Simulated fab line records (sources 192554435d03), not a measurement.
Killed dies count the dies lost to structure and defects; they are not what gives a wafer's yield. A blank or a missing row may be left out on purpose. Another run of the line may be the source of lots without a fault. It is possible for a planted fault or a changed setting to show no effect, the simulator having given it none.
fab line records	flow n5Finfet
record: lots: 10	wafers: 27	lastDay: 18
route steps=1938 shown MOL_CONTACT_COAG@563 BEOL_M0_SAQP@634 BEOL_M4@1111 PASSIVATION@1936
lots untouched by any fault: they come from a run of this same line in which no faults occurred
startH: start of the lot's first displayed wafer, in hours after the record's first day	waitH: hours since the lot's step before	" identical to the entry in the row above	L1.1+2: a single row standing in for several wafers	- value missing, or start not given	* or withheld: withheld	< > ~ a bound
route shown NAME@n: NAME is a module with steps in the file, n the number in the route of the first one	usual: the fault-free wafers' mean and standard deviation	same: alike in all rows	chamber/n: place in a boat	sites: per-site readings	_std_site: standard deviation of those values	_edge_site: the outer-site mean with the inner-site mean subtracted	radiusMm: how far each site lies from the wafer's centre	mask NAME#n: copy n	behind: the most recent tool/chamber to have shaped the wafer	hold: cause of the lot's hold/its duration in hours/its outcome	device: whichever transistor did not switch (one of n, p or np)	end of line: the same wafers' tests at the end of the route	step lacking rows: just its recipe	killed: not the wafer's yield, but the dies lost to structure and defects at the first sort	map: per-die view of a wafer (x killed, . not killed, _ where there is no die)
set.NAME: setting as actually run; set.NAME@STEP: the setting as run at that earlier step	model.NAME: the simulator's own value behind a step, which no gauge read
the route's steps for a sample of lots (tables are steps, rows are wafers)
services: a tool's chamber out of use, with start hour (startH, from the record's first day; less than 0 if before it), hours out, and reason
== steps ==
step: N5_MOL_CONTACT_COAG_PECVD_31
recipe: material: SiO2	targetThkA: 460	tempC: 400	precursor: TEOS/O2	pressureTorr: 6.5	rfW: withheld	teosFlowSccm: withheld	gas: O2	flowSccm: 2650	timeS: 8.9
usual: chamberPressureTorr: 6.502/0.013
lot.wafer	tool	chamber	startH	waitH	chamberPressureTorr
L737.1	pecvd-04	0	107.45	0.3	6.519
L737.2	"	1	"	"	6.512
L737.3	"	2	"	"	6.506
L745.3	pecvd-01	1	157.81	0.3	6.501
L745.5	"	1	"	"	6.496
L745.6	"	0	"	"	6.484
L748.3	pecvd-03	0	178.15	0.3	6.511
L748.4	"	1	"	"	6.506
L748.5	"	0	"	"	6.503
L749.1	pecvd-04	2	186.40	0.3	6.501
L749.2	"	1	"	"	6.508
L749.5	"	2	"	"	6.496
L750.4	pecvd-03	2	186.90	0.3	6.490
L750.5	"	2	"	"	6.502
L751.4	pecvd-04	2	197.49	0.3	6.531
L751.5	"	1	"	"	6.498
L751.6	"	0	"	"	6.506
L752.3	pecvd-04	1	199.62	0.3	6.516
L752.6	"	1	"	"	6.524
L754.1	pecvd-04	1	215.04	0.3	6.506
L754.4	"	2	"	"	6.485
L754.5	"	0	"	"	6.485
L757.1	pecvd-01	2	233.80	0.3	6.505
L757.3	"	1	"	"	6.509
L758.2	pecvd-01	2	239.72	0.3	6.532
L758.4	"	2	"	"	6.500
L758.5	"	1	"	"	6.519
step: N5_MOL_CONTACT_COAG_DESCUM_45
recipe: chemistry: O2	timeS: 7	sourcePowerW: 50	biasPowerW: 20	pressureMtorr: 20	rfFrequencyHz: 2.712e+07	tempC: 40	resist: CAR-EUV	o2FlowSccm: 225
usual: drypumpMotorCurrentA: 5.5/0.45	oesProductAu: 0.82/0.087	rfVppV: 243.5/1.1	showerheadPlenumPTorr: 2.11/0.062	throttleValvePct: 20.17/0.25
lot.wafer	tool	chamber	startH	waitH	drypumpMotorCurrentA	oesProductAu	rfHoursCounterH	rfVppV	showerheadPlenumPTorr	throttleValvePct
L737.1	rieDiel-01	0	109.44	0.1	5.6	0.75	152	244.4	2.18	20.20
L737.2	"	3	"	"	4.8	0.80	69	243.2	2.08	19.72
L737.3	"	1	"	"	5.5	0.69	238	244.1	2.17	20.23
L745.3	rieDiel-01	0	159.93	0.1	5.7	0.73	169	245.4	2.17	20.25
L745.5	"	3	"	"	4.8	0.77	-	243.4	2.07	19.75
L745.6	"	0	"	"	5.6	0.73	-	244.6	2.17	20.24
L748.3	rieDiel-02	2	180.28	0.1	6.2	0.88	25	242.4	2.05	19.93
L748.4	"	3	"	"	6.1	0.72	197	242.8	2.07	20.53
L748.5	"	2	"	"	6.2	0.86	-	242.5	2.05	19.92
L749.1	rieDiel-02	0	188.42	0.0	6.2	0.90	20	243.6	2.02	20.33
L749.2	"	2	"	"	6.2	0.86	28	242.9	2.05	19.92
L749.5	"	0	"	"	6.2	0.89	-	245.1	2.02	20.32
L750.4	rieDiel-04	1	190.26	0.0	5.1	0.90	-	244.5	2.24	20.20
L750.5	"	0	"	"	5.9	0.95	-	243.8	2.05	20.39
L751.4	rieDiel-02	3	199.44	0.1	6.1	0.72	204	243.2	2.06	20.54
L751.5	"	1	"	"	5.4	0.80	-	242.2	2.03	19.98
L751.6	"	0	"	"	6.2	0.90	-	243.0	2.01	20.32
L752.3	rieDiel-04	1	201.94	0.0	5.2	0.87	-	244.3	2.24	20.19
L752.6	"	2	"	"	5.0	0.83	-	244.0	2.13	20.16
L754.1	rieDiel-04	0	217.45	0.4	5.9	0.92	13	242.7	2.05	20.40
L754.4	"	2	"	"	4.9	0.83	68	244.1	2.12	20.15
L754.5	"	2	"	"	4.9	0.83	-	243.5	2.12	20.16
L757.1	rieDiel-01	1	235.63	0.0	5.5	0.88	30	242.4	2.15	20.00
L757.3	"	0	"	"	5.6	0.71	197	243.9	2.16	20.27
L758.2	rieDiel-01	2	242.36	0.2	5.6	0.88	49	245.6	2.12	20.33
L758.4	"	1	"	"	5.5	0.87	32	243.6	2.15	20.01
L758.5	"	1	"	"	5.5	0.88	-	242.6	2.15	20.01
step: N5_MOL_CONTACT_COAG_VIA_ETCH_117
recipe: chemistry: C4F6/O2	targetDepthA: 400	overetchA: 80	maskMaterial: SOC	target: SiO2	biasW: 455	pressureMtorr: 10	timeS: 26	sourceW: 325	Ar_flow_sccm: 300	C4F6_flow_sccm: 10	O2_flow_sccm: 10	ionEnergyEv: 575.3	ends: endPoint
usual: drypumpMotorCurrentA: 5.5/0.45	oesProductAu: 0.73/0.074	rfVppV: 1605/47	showerheadPlenumPTorr: 2.87/0.085	throttleValvePct: 40.9/0.61
lot.wafer	tool	chamber	startH	waitH	drypumpMotorCurrentA	oesProductAu	rfHoursCounterH	rfVppV	showerheadPlenumPTorr	throttleValvePct
L737.1	rieDiel-04	3	109.91	0.0	5.6	0.63	222	1543	2.96	41.7
L737.2	"	2	"	"	4.9	0.79	27	1632	2.90	41.4
L737.3	"	0	"	"	5.9	0.62	230	1620	2.78	40.8
L745.3	rieDiel-04	3	160.46	0.0	5.6	0.62	241	1543	2.95	41.7
L745.5	"	0	"	"	5.9	0.61	-	1618	2.77	40.8
L745.6	"	3	"	"	5.6	0.61	-	1543	2.95	41.7
L748.3	rieDiel-02	1	180.88	0.0	5.4	0.73	78	1591	2.74	39.8
L748.4	"	2	"	"	6.2	0.79	25	1669	2.79	40.8
L748.5	"	1	"	"	5.4	0.73	-	1590	2.74	39.8
L749.1	rieDiel-04	1	189.64	0.0	5.2	0.81	24	1568	3.03	40.4
L749.2	"	2	"	"	4.9	0.73	58	1631	2.89	41.4
L749.5	"	0	"	"	5.9	0.84	-	1617	2.77	41.2
L750.4	rieDiel-01	3	190.72	0.0	4.8	0.70	99	1524	2.86	41.0
L750.5	"	0	"	"	5.6	0.65	-	1668	2.95	40.4
L751.4	rieDiel-04	2	200.00	0.0	5.0	0.73	-	1629	2.89	41.4
L751.5	"	2	"	"	5.0	0.74	-	1631	2.89	41.4
L751.6	"	1	"	"	5.2	0.81	-	1569	3.03	40.4
L752.3	rieDiel-02	0	202.51	0.0	6.2	0.79	24	1588	2.76	40.7
L752.6	"	2	"	"	6.2	0.78	-	1671	2.79	40.8
L754.1	rieDiel-04	2	218.21	0.0	4.9	0.73	69	1631	2.88	41.4
L754.4	"	0	"	"	5.8	0.81	13	1617	2.77	41.2
L754.5	"	0	"	"	5.9	0.82	-	1617	2.77	41.2
L757.1	rieDiel-01	0	236.71	0.0	5.6	0.64	197	1667	2.94	40.4
L757.3	"	2	"	"	5.6	0.76	47	1588	2.90	41.7
L758.2	rieDiel-04	3	242.84	0.0	5.6	0.81	13	1542	2.94	41.7
L758.4	"	0	"	"	5.9	0.80	20	1616	2.76	41.2
L758.5	"	2	"	"	5.0	0.73	-	1629	2.88	41.5
step: N5_MOL_CONTACT_COAG_THK_MEAS_53
recipe: reads: SiO2_of_MOL_CONTACT_COAG_PECVD_31
usual: VIA_MOL_THK: 44.2/0.64
lot.wafer	tool	chamber	startH	waitH	VIA_MOL_THK[nm]
L737.1	filmMetro-01	-	111.38	-	44.4
L737.2	"	-	"	"	43.8
L737.3	"	-	"	"	44.6
L745.3	filmMetro-01	-	161.56	-	43.9
L745.5	"	-	"	"	38.9
L745.6	"	-	"	"	44.4
L748.3	filmMetro-01	-	181.98	-	44.0
L748.4	"	-	"	"	44.3
L748.5	"	-	"	"	44.2
L749.1	filmMetro-02	-	190.73	-	43.3
L749.2	"	-	"	"	43.0
L749.5	"	-	"	"	44.3
L750.4	filmMetro-02	-	191.98	-	44.8
L750.5	"	-	"	"	44.8
L751.4	filmMetro-02	-	201.18	-	43.3
L751.5	"	-	"	"	43.8
L751.6	"	-	"	"	44.3
L752.3	filmMetro-01	-	203.61	-	43.5
L752.6	"	-	"	"	44.8
L754.1	filmMetro-01	-	219.38	-	43.9
L754.4	"	-	"	"	44.2
L754.5	"	-	"	"	44.3
L757.1	filmMetro-02	-	237.81	-	42.9
L757.3	"	-	"	"	43.7
L758.2	filmMetro-01	-	243.96	-	43.4
L758.4	"	-	"	"	43.8
L758.5	"	-	"	"	45.2
step: N5_BEOL_M0_SAQP_HM_DEP_02
recipe: material: TiN	targetThkA: 120	tempC: 25	chamberPressurePa: 0.49996
usual: throttleValvePct: 29.4/0.87
lot.wafer	tool	chamber	startH	waitH	throttleValvePct
L737.1	pvdSputter-03	-	115.34	0.5	29.0
L737.2	"	-	"	"	29.0
L737.3	"	-	"	"	28.7
L745.3	pvdSputter-01	-	168.48	3.5	28.8
L745.5	"	-	"	"	28.8
L745.6	"	-	"	"	29.1
L748.3	pvdSputter-01	-	185.79	0.4	28.9
L748.4	"	-	"	"	28.6
L748.5	"	-	"	"	29.8
L749.1	pvdSputter-03	-	195.93	1.8	29.2
L749.2	"	-	"	"	29.0
L749.5	"	-	"	"	28.6
L750.4	pvdSputter-03	-	198.13	1.0	29.2
L750.5	"	-	"	"	29.4
L751.4	pvdSputter-02	-	205.90	1.3	29.9
L751.5	"	-	"	"	29.9
L751.6	"	-	"	"	29.0
L752.3	pvdSputter-03	-	208.49	0.9	28.6
L752.6	"	-	"	"	29.4
L754.1	pvdSputter-01	-	225.94	3.1	28.9
L754.4	"	-	"	"	28.6
L754.5	"	-	"	"	28.6
L757.1	pvdSputter-03	-	262.92	1.4	28.7
L757.3	"	-	"	"	29.4
L758.2	pvdSputter-01	-	263.47	1.6	28.7
L758.4	"	-	"	"	29.6
L758.5	"	-	"	"	29.0
step: N5_BEOL_M4_RC_MEAS_101
usual: DIBL_N: 36.2/2.2	DIBL_P: 36.5/3	IOFF_N: 0.16/0.039	IOFF_P: 0.22/0.047	ION_N: 675/15	ION_P: 463/10	SS_N: 71.6/0.71	SS_P: 73.4/0.94	VT_N: 250/3.6	VT_P: -250/3.9
lot.wafer	tool	chamber	startH	waitH	DIBL_N[mV/V]	DIBL_P[mV/V]	IOFF_N[nA/um]	IOFF_P[nA/um]	ION_N[uA/um]	ION_P[uA/um]	SS_N[mV/dec]	SS_P[mV/dec]	VT_N[mV]	VT_P[mV]
L737.1	prober-02	0	169.20	0.0	35.0	34.9	0.13	0.22	644	451	71.5	73.5	255	-250
L737.2	"	0	"	"	34.3	32.9	0.11	0.16	654	455	70.7	72.8	255	-253
L737.3	"	0	"	"	33.8	33.2	0.13	0.18	670	464	70.5	73.0	250	-250
L745.3	prober-02	0	227.28	0.3	37.8	41.4	0.19	0.29	672	471	72.0	73.6	249	-245
L745.5	"	0	"	"	32.0	33.5	0.10	0.17	647	454	69.9	72.1	255	-251
L745.6	"	0	"	"	40.5	43.5	0.27	0.34	697	479	72.3	75.5	242	-242
L748.3	prober-02	0	256.66	0.3	35.9	35.5	0.14	0.19	686	468	71.3	72.7	249	-251
L748.4	"	0	"	"	41.9	41.5	0.26	0.29	690	470	73.5	74.6	243	-248
L748.5	"	0	"	"	36.9	35.8	0.15	0.19	685	461	71.1	73.0	253	-253
L749.1	prober-01	0	256.84	0.0	38.2	38.9	0.18	0.21	669	458	71.9	74.2	249	-252
L749.2	"	0	"	"	35.4	36.4	0.13	0.17	667	461	71.2	73.1	253	-256
L749.5	"	0	"	"	34.8	36.2	0.15	0.19	698	475	70.6	73.2	248	-252
L751.4	prober-02	0	272.44	0.5	36.4	37.1	0.15	0.20	681	471	71.8	73.2	253	-250
L751.5	"	0	"	"	36.7	37.5	0.15	0.21	680	474	71.8	73.5	252	-250
L751.6	"	0	"	"	33.9	33.5	0.12	0.16	657	453	70.7	72.0	254	-253
L750.4	prober-01	0	274.57	0.5	39.0	37.4	0.17	0.22	673	453	72.1	74.3	249	-251
L750.5	"	0	"	"	39.0	38.4	0.19	0.25	692	470	71.7	74.8	248	-249
L752.3	prober-02	0	280.46	0.3	36.8	36.2	0.18	0.21	690	460	72.1	73.8	246	-250
L752.6	"	0	"	"	38.3	38.6	0.21	0.24	686	462	71.9	74.4	244	-248
L754.1	prober-02	0	289.62	0.0	32.2	32.2	0.12	0.19	669	476	70.6	71.6	251	-247
L754.4	"	0	"	"	35.6	35.7	0.16	0.24	678	466	71.2	72.7	248	-244
L754.5	"	0	"	"	36.5	37.0	0.18	0.29	686	475	71.6	73.8	244	-240
L757.1	prober-02	0	317.23	0.0	42.3	42.9	0.26	0.34	684	467	72.5	76.7	247	-246
L757.3	"	0	"	"	34.6	33.3	0.12	0.16	661	457	70.7	73.3	254	-255
L758.2	prober-01	0	321.09	0.2	34.2	36.4	0.15	0.21	678	460	71.5	74.1	248	-249
L758.4	"	0	"	"	36.0	37.1	0.18	0.22	682	462	71.9	73.2	246	-250
L758.5	"	0	"	"	32.6	33.2	0.12	0.17	665	457	71.3	72.6	251	-254
step: N5_PASSIVATION_PROBE_49
usual: defectLimitedYield: 91.5/1.5	killed_at_M0_to_M3: 32/10	killed_at_M4_up: 13/4.9	killedAtContacts: 13/6.1	killedAtFrontEnd: 38/11	killedAtOther: 3/3.2	killedDies: 101/18	killedOpen: 66/13	killedShort: 32/8.3	sort_bin_5_function: 5.0/1	sort_bin_6_memory: 3.2/0.74	sort_bin_8_speed: 0.1/1.1	sortNPass: 1078/22	sortYieldPct: 91.3/1.9
same: grossDies: 1180	killedAtBackSide: 0	sort_bin_4_leakage[%]: 0
lot.wafer	tool	chamber	startH	waitH	defectLimitedYield[%]	killed_at_M0_to_M3	killed_at_M4_up	killedAtContacts	killedAtFrontEnd	killedAtOther	killedDies	killedOpen	killedShort	sort_bin_5_function[%]	sort_bin_6_memory[%]	sort_bin_8_speed[%]	sortNPass	sortYieldPct[%]
L745.3	prober-02	-	335.45	0.1	90.3	32	7	8	64	4	115	73	40	6.4	2.6	0	1065	90.3
L745.5	prober-02	-	335.55	0.2	91.1	32	9	6	54	4	105	68	36	5.4	3.1	0	1075	91.1
L745.6	prober-02	-	335.60	0.3	90.8	35	4	6	61	3	109	55	39	5.4	2.4	0	1071	90.8
L749.1	prober-01	-	356.65	0.0	90.8	28	14	23	39	5	109	72	26	5.4	2.9	0	1071	90.8
L749.2	prober-01	-	356.70	0.1	92.2	24	11	28	29	0	92	66	23	4.3	3.2	0	1088	92.2
L749.5	prober-01	-	356.85	0.2	90.6	32	21	17	35	6	111	66	41	4.7	4.4	0	1069	90.6
L748.3	prober-02	-	361.25	0.1	91.3	31	13	24	30	5	103	76	26	5.3	2.7	0	1077	91.3
L748.4	prober-02	-	361.30	0.2	90.6	53	16	15	24	3	111	72	38	5.0	4.2	0	1069	90.6
L748.5	prober-02	-	361.35	0.2	91.4	45	15	14	24	3	101	69	29	5.1	3.4	0	1079	91.4
L752.3	prober-02	-	386.81	0.1	91.6	15	12	12	58	2	99	56	42	4.4	3.6	0	1081	91.6
L752.6	prober-02	-	386.96	0.3	94.9	14	13	10	23	0	60	39	20	3.4	1.4	0	1120	94.9
L751.4	prober-01	-	386.88	0.2	91.4	23	11	15	51	1	101	68	32	5.3	3.1	0	1079	91.4
L751.5	prober-01	-	386.93	0.2	91.4	26	24	7	43	2	102	61	40	5.2	3.1	0	1078	91.4
L751.6	prober-01	-	386.98	0.3	89.7	37	16	7	53	8	121	83	36	6.2	3.7	0	1059	89.7
L757.1	prober-02	-	419.95	0.0	89.2	52	16	20	37	2	127	79	47	5.8	4.3	0	1053	89.2
L757.3	prober-02	-	420.05	0.1	88.9	40	14	29	44	4	131	90	37	6.7	3.8	0	1049	88.9
killed by level:class
L745.3 FIN_SAQP:geometricParticle:short=14 FIN_SAQP:geometricParticle:open=13 GATE_CUT:geometricParticle:open=8 GATE_CUT:geometricParticle:short=7 BEOL_M0_SAQP:geometricParticle:open=6 BEOL_M1:geometricParticle:open=6 BEOL_M2:geometricParticle:open=6 STI_FIN_REVEAL:geometricParticle:open=5
L745.5 FIN_SAQP:geometricParticle:open=17 FIN_SAQP:geometricParticle:short=12 BEOL_M0_SAQP:geometricParticle:open=11 GATE_CUT:geometricParticle:short=7 BEOL_M0_SAQP:geometricParticle:short=6 BEOL_M1:geometricParticle:open=6 GATE_CUT:geometricParticle:open=4 MOL_CONTACT_COAG:geometricParticle:open=4
L745.6 FIN_SAQP:geometricParticle:open=15 HKMG_FIN:areaEtch=15 BEOL_M0_SAQP:geometricParticle:short=11 FIN_SAQP:geometricParticle:short=7 GATE_CUT:geometricParticle:short=6 BEOL_M3:geometricParticle:open=6 MOL_CONTACT_COAG:geometricParticle:open=5 BEOL_M1:geometricParticle:open=5
L749.1 MOL_CONTACT_COAG:geometricParticle:open=19 BEOL_M3:geometricParticle:open=14 FIN_SAQP:geometricParticle:short=11 HKMG_FIN:areaEtch=8 STI_FIN_REVEAL:geometricParticle:open=7 FIN_SAQP:geometricParticle:open=5 BEOL_M0_SAQP:geometricParticle:open=4 MOL_CONTACT_COAG:geometricParticle:short=3
L749.2 MOL_CONTACT_COAG:geometricParticle:open=23 BEOL_M3:geometricParticle:open=7 FIN_SAQP:geometricParticle:short=6 FIN_SAQP:geometricParticle:open=6 STI_FIN_REVEAL:geometricParticle:short=5 BEOL_M0_SAQP:geometricParticle:open=5 MOL_CONTACT_COAG:geometricParticle:short=4 BEOL_M1:geometricParticle:open=4
L749.5 MOL_CONTACT_COAG:geometricParticle:open=14 BEOL_M3:geometricParticle:open=11 BEOL_M4:geometricParticle:open=8 STARTING-WAFER:geometricParticle:short=7 FIN_SAQP:geometricParticle:open=6 BEOL_M0_SAQP:geometricParticle:short=6 STI_FIN_REVEAL:geometricParticle:open=5 BEOL_M0_SAQP:geometricParticle:open=4
L748.3 MOL_CONTACT_COAG:geometricParticle:open=18 STI_FIN_REVEAL:geometricParticle:open=14 BEOL_M0_SAQP:geometricParticle:open=8 BEOL_M4:geometricParticle:open=8 BEOL_M0_SAQP:geometricParticle:short=7 MOL_CONTACT_COAG:geometricParticle:short=6 FIN_SAQP:geometricParticle:open=5 BEOL_M0:geometricParticle:open=4
L748.4 BEOL_M0_SAQP:geometricParticle:open=21 BEOL_M0_SAQP:geometricParticle:short=17 MOL_CONTACT_COAG:geometricParticle:open=12 BEOL_M5:geometricParticle:open=7 BEOL_M1:geometricParticle:open=5 STARTING-WAFER:geometricParticle:short=5 BEOL_M4:geometricParticle:open=4 STARTING-WAFER:geometricParticle:open=4
L748.5 MOL_CONTACT_COAG:geometricParticle:open=13 BEOL_M0_SAQP:geometricParticle:open=13 STI_FIN_REVEAL:geometricParticle:open=9 BEOL_M0_SAQP:geometricParticle:short=7 BEOL_M0:geometricParticle:open=6 BEOL_M2:geometricParticle:open=5 FIN_SAQP:geometricParticle:short=4 BEOL_M2:geometricParticle:short=4
L752.3 FIN_SAQP:geometricParticle:open=13 FIN_SAQP:geometricParticle:short=10 BEOL_M4:geometricParticle:open=8 MOL_CONTACT_COAG:geometricParticle:open=7 DUMMY_GATE:geometricParticle:short=5 MOL_CONTACT_COAG:geometricParticle:short=5 STI_FIN_REVEAL:geometricParticle:open=4 GATE_CUT:geometricParticle:short=4
L751.4 STI_FIN_REVEAL:geometricParticle:open=13 MOL_CONTACT_COAG:geometricParticle:open=13 FIN_SAQP:geometricParticle:short=8 STARTING-WAFER:geometricParticle:open=6 FIN_SAQP:geometricParticle:open=5 BEOL_M0:geometricParticle:open=5 STI_FIN_REVEAL:geometricParticle:short=4 BEOL_M0_SAQP:geometricParticle:short=4
L751.5 BEOL_M4:geometricParticle:open=11 FIN_SAQP:geometricParticle:short=10 BEOL_M2:geometricParticle:open=9 STI_FIN_REVEAL:geometricParticle:open=9 MOL_CONTACT_COAG:geometricParticle:open=6 BEOL_M4:geometricParticle:short=6 FIN_SAQP:geometricParticle:open=5 STARTING-WAFER:geometricParticle:short=5
L752.6 MOL_CONTACT_COAG:geometricParticle:short=5 MOL_CONTACT_COAG:geometricParticle:open=5 BEOL_M4:geometricParticle:open=5 DUMMY_GATE:geometricParticle:open=4 BEOL_M0_SAQP:geometricParticle:open=4 BEOL_M1:geometricParticle:open=4 STARTING-WAFER:geometricParticle:short=3 STI_FIN_REVEAL:geometricParticle:open=3
L751.6 BEOL_M2:geometricParticle:open=14 FIN_SAQP:geometricParticle:short=12 STI_FIN_REVEAL:geometricParticle:open=12 FIN_SAQP:geometricParticle:open=10 BEOL_M3:geometricParticle:open=8 BEOL_M5:geometricParticle:open=5 BEOL_M4:geometricParticle:open=5 MOL_CONTACT_COAG:geometricParticle:open=4
L757.1 BEOL_M0_SAQP:geometricParticle:short=21 MOL_CONTACT_COAG:geometricParticle:open=17 BEOL_M3:geometricParticle:open=11 FIN_SAQP:geometricParticle:open=10 BEOL_M0_SAQP:geometricParticle:open=7 STI_FIN_REVEAL:geometricParticle:open=6 GATE_CUT:geometricParticle:short=5 FIN_SAQP:geometricParticle:short=4
L757.3 MOL_CONTACT_COAG:geometricParticle:open=21 FIN_SAQP:geometricParticle:open=14 BEOL_M0_SAQP:geometricParticle:open=8 MOL_CONTACT_COAG:geometricParticle:short=8 BEOL_M1:geometricParticle:open=8 STI_FIN_REVEAL:geometricParticle:open=7 BEOL_M3:geometricParticle:open=7 FIN_SAQP:geometricParticle:short=5
== services ==
tool	chamber	startH	hours	kind
rieDiel-04	2	84.75	13.7	repair
pecvd-03	-	89.67	0.5	repair
pecvd-04	1	93.20	3.1	repair
rieDiel-04	1	101.89	-	clean
rieDiel-04	1	101.89	-	consumableReplace:focusRing
rieDiel-04	1	101.89	-	consumableReplace:showerhead
rieDiel-04	1	101.89	14.8	scheduledDown
rieDiel-04	1	101.89	14.8	ventCycle
rieDiel-01	0	114.92	6.0	repair
pecvd-04	2	115.95	6.9	repair
pecvd-01	-	120.19	2.0	repair
pvdSputter-03	-	121.47	2.2	repair
pecvd-01	-	126.90	0.9	repair
rieDiel-04	0	165.14	-	clean
rieDiel-04	0	165.14	-	consumableReplace:focusRing
pecvd-04	-	170.44	0.4	repair
rieDiel-04	1	173.76	7.8	repair
pvdSputter-02	-	174.82	1.6	repair
pecvd-03	1	184.02	19.0	repair
pecvd-04	-	190.11	0.7	repair
pecvd-04	2	206.38	3.8	repair
rieDiel-02	2	220.06	5.1	repair
rieDiel-02	-	236.00	4.0	repair
rieDiel-04	-	260.98	14.6	pm
== key ==
firstSign: step: N5_MOL_CONTACT_COAG_THK_MEAS_53	reading: VIA_MOL_THK	direction: down	sigmas: 8.4	usual: 44.2	struck: 38.9
effect none on later readings
metAt N5_MOL_CONTACT_COAG_PECVD_31
struckLots L745
struckWafers L745.5
baselineLoss: step: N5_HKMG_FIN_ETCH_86	wafers: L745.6
notActingAt N5_MOL_CONTACT_COAG_DESCUM_45,N5_MOL_CONTACT_COAG_VIA_ETCH_117,N5_BEOL_M0_SAQP_HM_DEP_02
fault: kind: processParameterDrift	tool: pecvd-01	chamber: -	onsetH: 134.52	steps: N5_MOL_CONTACT_COAG_PECVD_31	channel: timeS	offset: *	shape: step	endH: 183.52	scope: struckWafersOnly	actsIn: *	stated: *
baselineLoss: these wafers lose ten dies or more at that step, a loss of the line's own and not of a fault; the sort's usual values leave them out
